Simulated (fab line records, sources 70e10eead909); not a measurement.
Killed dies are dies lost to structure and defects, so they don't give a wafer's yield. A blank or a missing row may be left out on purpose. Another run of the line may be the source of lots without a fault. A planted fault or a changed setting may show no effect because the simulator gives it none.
Chamber matching	flow nandHarc	NHARC_A_SLIT_DEP_23 on pecvd-01 has 3 sister chambers
The step deposits SiON, target thk 100 nm. 27 wafers are shown with their chamber, then 12 later ones without.

## WAFERS PAIRED WITH THEIR CHAMBERS
wafer	chamber	heaterPowerW (W)
L076.2	0	645
L076.3	2	692
L076.6	0	668
L079.1	0	696
L079.3	2	687
L079.5	1	656
L080.1	2	797
L080.2	1	634
L080.3	0	727
L081.1	1	672
L081.3	1	680
L081.6	1	679
L083.2	0	683
L083.4	2	823
L083.5	0	703
L082.2	0	699
L082.4	0	690
L082.6	1	736
L084.1	0	682
L084.2	1	748
L084.4	0	706
L086.2	1	727
L086.4	2	789
L086.5	0	713
L087.1	0	673
L087.2	1	596
L087.3	2	852

SIGNATURES, as means of the wafers listed above
reading	chamber 0	chamber 1	chamber 2	scatter within a chamber
heaterPowerW	690.42	680.89	773.33	45
Rule: a wafer lies at a distance from a chamber equal to the root of the sum of squares, over the readings, of (its reading less the chamber's mean, divided by the reading's scatter). The wafer belongs to the nearest chamber; if the next one is less than 2 further off, it can't be placed. The scatter: the root of (the sum of the squares of (reading less its chamber's mean) over the shown wafers, divided by (wafers less chambers)).

## WAFERS WHOSE CHAMBER IS MISSING
wafer	heaterPowerW (W)
L090.2	677
L090.5	714
L090.6	612
L093.2	741
L093.3	771
L093.5	777
L091.1	739
L091.3	832
L091.5	869
L096.2	641
L096.3	776
L096.6	767

## CHAMBER TAKEN BY EACH
wafer	from the rows above	in truth
L090.2	can't be placed: 1 or 0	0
L090.5	can't be placed: 0 or 1 or 2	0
L090.6	can't be placed: 1 or 0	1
L093.2	can't be placed: 2 or 0 or 1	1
L093.3	can't be placed: 2 or 0 or 1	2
L093.5	can't be placed: 2 or 0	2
L091.1	can't be placed: 2 or 0 or 1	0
L091.3	can't be placed: 2 or 0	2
L091.5	can't be placed: 2 or 0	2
L096.2	can't be placed: 1 or 0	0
L096.3	can't be placed: 2 or 0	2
L096.6	can't be placed: 2 or 0 or 1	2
Correctly placed: 0 of 12. These rows do not allow placing 12 (true chamber among the candidates in 12). 0 placed wrongly.
